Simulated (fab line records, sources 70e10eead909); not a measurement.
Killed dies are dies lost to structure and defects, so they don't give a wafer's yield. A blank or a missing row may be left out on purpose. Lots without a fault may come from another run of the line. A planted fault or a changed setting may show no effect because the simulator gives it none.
fab line records | flow nand_harc
record lots=6 wafers=18 last_day=33
route steps=1302 shown A_CONTACT@1044 END@1302
lots that met no fault: from a run of the same line without faults
start_h: hours from the record's first day to the start of the lot's first wafer shown | wait_h: hours since the lot's step before | " the same as in the row above | L1.1+2: a row that stands for several wafers | - no value, or no start given | * or withheld: withheld | < > ~ a bound
route shown NAME@n: a module of which the file shows steps, and the number in the route of the first | usual: mean/standard deviation of fault-free wafers | same: alike in all rows | chamber/n: place in a boat | sites: the reading at each site | _std_site: their standard deviation | _edge_site: outer sites' mean less inner sites' | radius_mm: how far each site lies from the wafer's centre | mask NAME#n: copy n | behind: the tool/chamber that last shaped the wafer | hold: why the lot was held/for how many hours/how that ended | device: the transistor (n, p or np) that didn't switch | end of line: the same wafers' tests at the end of the route | a step without rows: its recipe alone | killed: dies lost to structure and defects at the first sort, not the wafer's yield | map: a wafer's dies, x killed, . not, _ none there
set.NAME: the setting as run; set.NAME@STEP: as run at that earlier step | model.NAME: the simulator's own value behind a step, which no gauge read
lots at some steps of the route; a table a step, a row a wafer
services: from which hour (start_h, from the record's first day; less than 0 if before it) a tool's chamber was out of use, for how many hours, and why
## steps
# step NHARC_A_CONTACT_ETCH_76
# recipe target_depth_a=2600 over_etch_frac=0.3 time_s=475.3 ion_energy_ev=200 n2_flow_sccm=150 h2_flow_sccm=150 ar_flow_sccm=0 rf_w=400 bias_w=150 chemistry=N2/H2
# usual drypump_motor_current_A=5.8/0.56 oes_product_au=0.999/0.013 rf_vpp_V=429.9/2.2 showerhead_plenum_p_Torr=2.02/0.074 throttle_valve_pct=14.171/0.0085
# same time_s=475.3
# columns lot.wafer tool chamber start_h wait_h drypump_motor_current_A oes_product_au rf_hours_counter_h rf_vpp_V showerhead_plenum_p_Torr throttle_valve_pct
L532.3 rie_diel-06 1 - - 6.2 0.978 0 433.8 2.14 14.169
L532.4 " 3 " " 6.5 1.018 0 430.5 2.08 14.167
L532.6 " 2 " " 5.6 0.993 - 427.2 1.92 14.164
L536.3 rie_diel-13 2 - - 5.9 1.001 8 427.2 1.97 14.194
L536.2 " 3 " " 6.2 0.983 3 429.9 2.00 14.178
L536.1 " 0 " " 5.3 0.993 7 430.2 2.04 14.171
L540.1 rie_diel-06 1 - - 6.2 1.004 15 433.7 2.14 14.166
L540.3 " 2 " " 5.6 1.000 15 427.8 1.91 14.158
L540.5 " 0 " " 5.0 0.997 - 429.3 2.02 14.161
L550.4 rie_diel-06 2 - - 5.6 1.010 0 427.1 1.91 14.178
L550.2 " 1 " " 6.2 1.011 0 434.0 2.13 14.177
L550.6 " 3 " " 6.5 0.995 - 431.4 2.07 14.181
L551.4 rie_diel-06 2 - - 5.6 1.007 3 426.2 1.91 14.159
L551.1 " 3 " " 6.5 0.998 2 430.7 2.07 14.183
L551.2 " 0 " " 5.0 0.989 3 429.5 2.01 14.151
L553.2 rie_diel-06 1 - - 6.2 0.998 9 433.0 2.13 14.168
L553.3 " 0 " " 5.0 1.004 8 429.4 2.01 14.162
L553.6 " 2 " " 5.6 1.009 - 427.5 1.90 14.173
# step NHARC_A_CONTACT_ETCH_77
# recipe target_depth_a=1089 time_s=54.5 cf4_flow_sccm=100 chf3_flow_sccm=30 ar_flow_sccm=0 rf_w=500 bias_w=200 chemistry=CF4/CHF3
# usual drypump_motor_current_A=5.8/0.54 oes_product_au=0.941/0.024 rf_vpp_V=370.3/2 showerhead_plenum_p_Torr=1.56/0.052 throttle_valve_pct=16.803/0.0096
# same time_s=54.5
# columns lot.wafer tool chamber start_h wait_h drypump_motor_current_A oes_product_au rf_hours_counter_h rf_vpp_V showerhead_plenum_p_Torr throttle_valve_pct
L532.3 rie_diel-06 1 - - 6.2 0.940 0 372.1 1.65 16.791
L532.4 " 2 " " 5.6 0.942 0 367.9 1.49 16.807
L532.6 " 3 " " 6.5 0.986 - 372.7 1.60 16.801
L536.1 rie_diel-13 1 - - 5.7 0.980 8 367.6 1.52 16.780
L536.3 " 2 " " 5.9 0.952 8 369.6 1.52 16.803
L536.2 " 3 " " 6.2 0.956 3 369.7 1.54 16.790
L540.3 rie_diel-06 0 - - 5.0 0.920 15 369.6 1.56 16.827
L540.1 " 2 " " 5.6 0.924 15 368.1 1.48 16.801
L540.5 " 3 " " 6.5 0.928 - 372.3 1.60 16.807
L550.2 rie_diel-06 1 - - 6.2 0.980 0 373.9 1.64 16.820
L550.4 " 2 " " 5.6 0.986 0 368.6 1.48 16.824
L550.6 " 0 " " 5.0 0.959 - 371.3 1.55 16.802
L551.2 rie_diel-06 3 - - 6.5 0.912 3 371.8 1.60 16.789
L551.1 " 0 " " 5.0 0.927 3 369.1 1.55 16.781
L551.4 " 2 " " 5.6 0.932 3 368.8 1.48 16.804
L553.3 rie_diel-06 2 - - 5.6 0.974 10 367.6 1.48 16.789
L553.2 " 3 " " 6.5 0.964 8 372.4 1.59 16.792
L553.6 " 1 " " 6.2 0.976 - 372.0 1.64 16.812
# step NHARC_A_CONTACT_ETCH_78
# recipe target_depth_a=53000 over_etch_frac=0.3 time_s=1378 ion_energy_ev=150 o2_flow_sccm=400 cos_flow_sccm=20 ar_flow_sccm=0 rf_w=500 bias_w=300 chemistry=O2/COS
# step NHARC_A_CONTACT_ETCH_124
# recipe source_w=withheld pressure_mtorr=20 bias_v=withheld time_s=140 target_depth_a=7000 ar_flow_sccm=withheld c4f8_flow_sccm=withheld o2_flow_sccm=withheld chemistry=C4F8/O2/Ar
# step NHARC_A_CONTACT_ETCH_125
# recipe source_w=withheld pressure_mtorr=20 bias_v=3000 time_s=197 target_depth_a=19180 ar_flow_sccm=withheld c4f8_flow_sccm=withheld o2_flow_sccm=withheld chemistry=C4F8/O2/Ar
# step NHARC_A_CONTACT_ETCH_126
# recipe source_w=withheld pressure_mtorr=20 bias_v=3000 time_s=197 target_depth_a=19180 ar_flow_sccm=withheld c4f8_flow_sccm=withheld o2_flow_sccm=withheld chemistry=C4F8/O2/Ar
# same time_s=197
# columns lot.wafer tool chamber start_h wait_h rf_hours_counter_h
L532.3 har_cap_etch-02 0 499.55 0.1 -
L532.4 " 1 " " -
L532.6 " 1 " " -
L536.2 har_cap_etch-01 0 547.26 0.1 6
L536.1 " 1 " " 6
L536.3 " 0 " " -
L540.1 har_cap_etch-01 0 571.12 0.1 10
L540.3 " 0 " " -
L540.5 " 1 " " -
L550.2 har_cap_etch-01 1 675.52 0.1 31
L550.4 " 1 " " -
L550.6 " 0 " " -
L551.1 har_cap_etch-02 1 688.53 0.1 120
L551.2 " 0 " " 120
L551.4 " 1 " " -
L553.2 har_cap_etch-02 0 718.21 0.1 123
L553.3 " 1 " " -
L553.6 " 0 " " -
# step NHARC_A_CONTACT_ETCH_127
# recipe source_w=withheld pressure_mtorr=20 bias_v=3000 time_s=197 target_depth_a=19180 ar_flow_sccm=withheld c4f8_flow_sccm=withheld o2_flow_sccm=withheld chemistry=C4F8/O2/Ar
# step NHARC_A_CONTACT_ETCH_128
# recipe source_w=withheld pressure_mtorr=20 bias_v=3000 time_s=197 target_depth_a=19180 ar_flow_sccm=withheld c4f8_flow_sccm=withheld o2_flow_sccm=withheld chemistry=C4F8/O2/Ar
# step NHARC_A_CONTACT_ETCH_129
# recipe source_w=withheld pressure_mtorr=20 bias_v=3000 time_s=197 target_depth_a=19180 ar_flow_sccm=withheld c4f8_flow_sccm=withheld o2_flow_sccm=withheld chemistry=C4F8/O2/Ar
# same time_s=197
# columns lot.wafer tool chamber start_h wait_h rf_hours_counter_h
L532.3 har_cap_etch-02 0 500.08 0.1 -
L532.4 " 1 " " -
L532.6 " 1 " " -
L536.2 har_cap_etch-01 0 547.79 0.1 7
L536.1 " 1 " " 7
L536.3 " 0 " " -
L540.1 har_cap_etch-01 0 571.65 0.1 11
L540.3 " 0 " " -
L540.5 " 1 " " -
L550.2 har_cap_etch-01 1 676.05 0.1 31
L550.4 " 1 " " -
L550.6 " 0 " " -
L551.1 har_cap_etch-02 1 689.06 0.1 121
L551.2 " 0 " " 121
L551.4 " 1 " " -
L553.2 har_cap_etch-02 0 718.74 0.1 124
L553.3 " 1 " " -
L553.6 " 0 " " -
# step NHARC_A_CONTACT_ETCH_130
# recipe source_w=withheld pressure_mtorr=20 bias_v=3000 time_s=197 target_depth_a=19180 ar_flow_sccm=withheld c4f8_flow_sccm=withheld o2_flow_sccm=withheld chemistry=C4F8/O2/Ar
# step NHARC_A_CONTACT_ETCH_131
# recipe source_w=withheld pressure_mtorr=20 bias_v=3000 time_s=197 target_depth_a=19180 ar_flow_sccm=withheld c4f8_flow_sccm=withheld o2_flow_sccm=withheld chemistry=C4F8/O2/Ar
# step NHARC_A_CONTACT_ETCH_132
# recipe source_w=withheld pressure_mtorr=20 bias_v=3000 time_s=197 target_depth_a=19240 ar_flow_sccm=withheld c4f8_flow_sccm=withheld o2_flow_sccm=withheld chemistry=C4F8/O2/Ar
# step NHARC_A_CONTACT_ETCH_133
# recipe source_w=withheld pressure_mtorr=20 bias_v=400 time_s=374 target_depth_a=16100 ar_flow_sccm=withheld c4f8_flow_sccm=11.5 o2_flow_sccm=7.2 chemistry=C4F8/O2/Ar
# same time_s=374
# columns lot.wafer tool chamber start_h wait_h rf_hours_counter_h
L532.3 har_cap_etch-02 0 500.87 0.2 -
L532.4 " 1 " " -
L532.6 " 1 " " -
L536.2 har_cap_etch-01 0 548.50 0.1 7
L536.1 " 1 " " 7
L536.3 " 0 " " -
L540.1 har_cap_etch-01 0 572.40 0.2 11
L540.3 " 0 " " -
L540.5 " 1 " " -
L550.2 har_cap_etch-01 1 676.76 0.1 32
L550.4 " 1 " " -
L550.6 " 0 " " -
L551.1 har_cap_etch-02 1 689.77 0.1 121
L551.2 " 0 " " 121
L551.4 " 1 " " -
L553.2 har_cap_etch-02 0 719.46 0.1 124
L553.3 " 1 " " -
L553.6 " 0 " " -
# step NHARC_A_CONTACT_ETCH_91
# recipe target_depth_a=400 over_etch_frac=0.5 time_s=85.7 ion_energy_ev=120 ch3f_flow_sccm=50 o2_flow_sccm=30 ar_flow_sccm=200 rf_w=500 bias_w=100 chemistry=CH3F/O2
# step NHARC_A_CONTACT_ETCH_97
# recipe target_depth_a=200 over_etch_frac=0.5 time_s=10 ion_energy_ev=250 c4f6_flow_sccm=25 o2_flow_sccm=20 ar_flow_sccm=500 rf_w=600 bias_w=500 chemistry=C4F6/O2
# usual drypump_motor_current_A=5.8/0.53 oes_product_au=0.956/0.024 rf_vpp_V=546.0/2.7 showerhead_plenum_p_Torr=3.88/0.13 throttle_valve_pct=26.903/0.0088
# same time_s=10
# columns lot.wafer tool chamber start_h wait_h drypump_motor_current_A oes_product_au rf_hours_counter_h rf_vpp_V showerhead_plenum_p_Torr throttle_valve_pct
L532.4 rie_diel-06 1 - - 6.3 0.944 1 550.1 4.10 26.887
L532.3 " 2 " " 5.6 0.946 1 542.8 3.72 26.899
L532.6 " 1 " " 6.3 0.939 - 550.6 4.10 26.915
L536.1 rie_diel-01 3 - - 5.7 0.951 54 544.9 3.83 26.906
L536.3 " 0 " " 6.3 0.972 57 543.9 3.76 26.902
L536.2 " 1 " " 4.8 0.930 54 545.7 3.86 26.900
L540.3 rie_diel-06 2 - - 5.6 0.950 15 541.9 3.71 26.906
L540.1 " 3 " " 6.5 0.955 15 548.5 3.99 26.907
L540.5 " 0 " " 5.0 0.938 - 546.2 3.89 26.893
L550.2 rie_diel-01 0 677.71 0.1 6.3 1.021 34 543.8 3.74 26.899
L550.6 " 2 " " 5.3 0.984 - 546.4 3.87 26.906
L550.4 " 3 " " 5.6 1.026 - 543.8 3.81 26.897
L551.1 rie_diel-06 2 - - 5.6 0.969 4 542.8 3.70 26.897
L551.2 " 3 " " 6.5 0.954 3 548.2 3.98 26.901
L551.4 " 0 " " 5.0 0.961 3 547.4 3.88 26.898
L553.2 rie_diel-06 2 - - 5.6 0.950 11 543.1 3.69 26.893
L553.3 " 3 " " 6.5 0.938 10 548.3 3.97 26.898
L553.6 " 0 " " 5.0 0.940 - 545.0 3.87 26.910
# step NHARC_A_CONTACT_CD_MEAS_80
# usual cd_nm=289.4/1.1
# columns lot.wafer tool chamber start_h wait_h cd_nm
L532.3 cd_sem-03 - 501.74 - 290.8
L532.4 " - " " 291.1
L532.6 " - " " 291.1
L536.1 cd_sem-03 - 549.50 - 288.6
L536.2 " - " " 286.6
L536.3 " - " " 286.3
L540.1 cd_sem-02 - 573.34 - 286.5
L540.3 " - " " 285.6
L540.5 " - " " 289.7
L550.2 cd_sem-03 - 677.81 - 288.5
L550.4 " - " " 288.7
L550.6 " - " " 288.8
L551.1 cd_sem-02 - 690.77 - 288.9
L551.2 " - " " 290.6
L551.4 " - " " 289.3
L553.2 cd_sem-01 - 720.46 - 288.4
L553.3 " - " " 289.8
L553.6 " - " " 288.4
# step NHARC_A_CONTACT_STRIP_103
# recipe n2_flow_sccm=150 h2_flow_sccm=150 ar_flow_sccm=0 bias_w=0 chemistry=N2/H2
# step NHARC_END_SORT_01
# recipe temp_c=25
# usual killed_at_array=55/17 killed_at_other=0.9/1.2 killed_at_periphery=3.7/2.5 killed_dies=59/18 killed_open=3.4/1.9 killed_short=2.6/1.6
# same gross_dies=677
# columns lot.wafer tool chamber start_h wait_h killed_at_array killed_at_other killed_at_periphery killed_dies killed_open killed_short
L532.3 prober-01 0 563.85 3.1 63 0 6 69 2 6
L532.4 prober-01 0 564.64 3.4 52 1 2 55 3 3
L532.6 prober-01 0 566.21 3.9 63 0 2 65 0 2
L536.1 prober-02 0 635.81 2.5 67 0 6 73 7 3
L536.2 prober-02 0 636.60 2.8 68 0 3 71 4 1
L536.3 prober-02 0 637.40 3.1 71 0 0 71 1 0
# killed by level:class
L532.3 A_CHANNEL_HOLE_D2:chamber_film_flake=39 A_CONTACT:chamber_film_flake=7 A_WL_FILL:chamber_film_flake=3 P_STI:chamber_film_flake=3 A_SLIT:chamber_film_flake=3 A_WL_FILL:geometric_particle:short=2 P_GATE:chamber_film_flake=2 A_CHANNEL_HOLE_D1:chamber_film_flake=2
L532.4 A_CHANNEL_HOLE_D2:chamber_film_flake=31 A_STAIRCASE:chamber_film_flake=5 A_CONTACT:chamber_film_flake=4 A_DECK1_JOINT:chamber_film_flake=2 A_WL_FILL:chamber_film_flake=2 P_M0:geometric_particle:short=1 A_ONON_D1:geometric_particle:short=1 A_CHANNEL_HOLE_D1:geometric_particle:short=1
L532.6 A_CHANNEL_HOLE_D2:chamber_film_flake=42 A_CONTACT:chamber_film_flake=7 A_STAIRCASE:chamber_film_flake=4 A_BLC:chamber_film_flake=4 P_GATE:chamber_film_flake=2 A_DECK1_JOINT:chamber_film_flake=2 A_DECK1_JOINT:geometric_particle:short=1 A_M0:geometric_particle:short=1
L536.1 A_CHANNEL_HOLE_D1:chamber_film_flake=24 A_SLIT:chamber_film_flake=23 A_CHANNEL_HOLE_D2:chamber_film_flake=10 P_CONTACT:geometric_particle:open=4 A_CONTACT:chamber_film_flake=3 A_CHANNEL_FILL_D2:geometric_particle:open=2 A_ONON_D1:geometric_particle:short=1 A_CHANNEL_HOLE_D2:geometric_particle:open=1
L536.2 A_CHANNEL_HOLE_D1:chamber_film_flake=33 A_SLIT:chamber_film_flake=18 A_STAIRCASE:chamber_film_flake=8 A_CHANNEL_HOLE_D2:chamber_film_flake=3 A_CONTACT:chamber_film_flake=2 P_CONTACT:geometric_particle:short=1 P_CONTACT:geometric_particle:open=1 P_M1:geometric_particle:open=1
L536.3 A_CHANNEL_HOLE_D1:chamber_film_flake=32 A_SLIT:chamber_film_flake=17 A_STAIRCASE:chamber_film_flake=8 A_CHANNEL_HOLE_D2:chamber_film_flake=6 A_CONTACT:chamber_film_flake=4 A_DECK1_JOINT:chamber_film_flake=2 A_BLC:geometric_particle:open=1 A_WL_FILL:chamber_film_flake=1
## services
# columns tool chamber start_h hours kind
rie_diel-06 - 484.24 9.0 pm
rie_diel-06 0 484.24 9.0 vent_cycle
rie_diel-06 1 484.24 9.0 vent_cycle
rie_diel-06 2 484.24 9.0 vent_cycle
rie_diel-06 3 484.24 9.0 vent_cycle
rie_diel-06 0 493.24 - clean
rie_diel-06 1 493.24 - clean
rie_diel-06 2 493.24 - clean
rie_diel-06 3 493.24 - clean
har_cap_etch-01 - 497.00 17.0 pm
har_cap_etch-02 - 515.90 0.5 repair
rie_diel-06 0 517.74 - clean
rie_diel-06 1 517.74 - clean
rie_diel-06 2 517.74 - clean
rie_diel-13 - 519.00 9.0 pm
rie_diel-01 - 539.76 0.4 repair
rie_diel-01 - 560.59 9.0 pm
rie_diel-06 2 586.16 8.3 repair
har_cap_etch-01 - 624.35 0.1 repair
rie_diel-13 3 648.51 3.9 repair
rie_diel-06 - 661.24 9.0 pm
rie_diel-01 1 671.97 9.8 repair
rie_diel-13 - 696.00 9.0 pm
rie_diel-01 3 716.07 5.5 repair
## key
first_sign step=NHARC_A_CONTACT_CD_MEAS_80 reading=cd_nm direction=down sigmas=2.9 usual=289.4 struck=286.2
effect none on later readings
met_at NHARC_A_CONTACT_ETCH_133
struck_wafers L536.2,L536.3,L540.1,L540.3
tester_left_out L536,L540
fault kind=process_parameter_drift tool=har_cap_etch-01 chamber=0 onset_h=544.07 steps=NHARC_A_CONTACT_ETCH_133 channel=bias_v offset=withheld shape=step end_h=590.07 acts_in=*
# tester_left_out: of these lots the tester's yield and bins aren't shown, on N5 and GAA mostly nor the transistor test; their killed dies are dies lost to structure and defects alone, not to doping, threshold or leakage, so they don't give the yield
